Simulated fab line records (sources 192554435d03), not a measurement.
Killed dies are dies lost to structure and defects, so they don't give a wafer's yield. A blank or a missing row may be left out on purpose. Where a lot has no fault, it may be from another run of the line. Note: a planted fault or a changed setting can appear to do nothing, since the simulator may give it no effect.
Split-lot trial	flow n5Finfet	21 wafers read from 7 lots, route of 1938 steps

SPLIT DETAILS
At N5_PASSIVATION_PECVD_00 (deposits SiO2 from SiH4/N2O, target thk 200 nm, time 11.2 s), the setting timeS was moved away from the recipe's 11.2 s on 7 of the 21 wafers read, by -14.3% to +10.9%. The other wafers ran this setting at the recipe's value.

The reading comes from the split's own step.

THE READING
SiO2_of_PASSIVATION_PECVD_00.thkNm (the simulator's own value, which no gauge read), in nm, at N5_PASSIVATION_PECVD_00 (deposits SiO2 from SiH4/N2O, target thk 200 nm, time 11.2 s). The file does not state a usual value for it. The 14 wafers here that ran the recipe average 200.4 nm, standard deviation 3.2 nm.

wafer	tool, chamber at the split	timeS as run, s	against the recipe	SiO2_of_PASSIVATION_PECVD_00.thkNm, nm	against lot-mates on the recipe
L074.1	pecvd-01, 0	11.2	recipe	201.2	-
L074.3	pecvd-01, 2	11.2	recipe	200.2	-
L074.4	pecvd-01, 1	12.42	+10.9%	228.6	+27.9
L081.4	pecvd-01, 1	11.2	recipe	205	-
L081.5	pecvd-01, 0	11.2	recipe	203	-
L081.6	pecvd-01, 2	11.2	recipe	203.4	-
L084.1	pecvd-02, 0	11.2	recipe	198	-
L084.2	pecvd-02, 2	11.2	recipe	194.8	-
L084.6	pecvd-02, 1	10.31	-7.9%	181.8	-14.6
L086.3	pecvd-02, 0	11.2	recipe	197.4	-
L086.4	pecvd-02, 1	11.2	recipe	200	-
L086.5	pecvd-02, 0	11.64	+3.9%	208.2	+9.5
L089.2	pecvd-02, 1	11.2	recipe	196.2	-
L089.3	pecvd-02, 0	9.595	-14.3%	168	-30.7
L089.6	pecvd-02, 0	11.2	recipe	201.2	-
L090.2	pecvd-04, 0	11.2	recipe	199.2	-
L090.3	pecvd-04, 1	11.2	recipe	199.4	-
L090.5	pecvd-04, 2	11.2	recipe	206.4	-
L091.3	pecvd-02, 0	11.92	+6.4%	207.8	no lot-mate on the recipe
L091.4	pecvd-02, 0	11.92	+6.4%	213.4	no lot-mate on the recipe
L091.6	pecvd-02, 1	11.92	+6.4%	213.8	no lot-mate on the recipe

THE FIT
A straight line over all 21 wafers: SiO2_of_PASSIVATION_PECVD_00.thkNm changes by +2.22 nm for each +1% of timeS; r = +0.96; the points scatter about the line by 3.3 nm.
The same after taking each lot's own level away (the mean of its wafers on the recipe; 18 wafers): +2.24 nm for each +1%; r = +0.98; scatter 2.2 nm.
On that fit, the largest move of timeS shifts the reading by 32 nm.
Measured against the standard deviation above, the lots' own levels, which go from 196.40 to 203.80 nm, span 2.3 times it.
Consequently the slope shifts little with the lot-to-lot level, the two slopes agreeing.
Check: for one of the wafers moved furthest among these (-14.3%), held out of the fit, the line's prediction against its lot-mates is -32.6 nm. It came out at -30.7 nm against them.

FURTHER SPLITS ON THESE WAFERS
Before the reading, these wafers also passed through other splits. Each is held against what the fit with the lots' levels taken away leaves over:
other split on the same wafers	wafers away from the commonest value	r with SiO2_of_PASSIVATION_PECVD_00.thkNm (lot level and that fit taken away)
N5_BEOL_M15_SPUTTER_44 powerW	8	+0.01

FILE'S OWN FIT
SiO2_of_PASSIVATION_PECVD_00.thkNm changes by +2.23 nm for each +1% of timeS, r = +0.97.
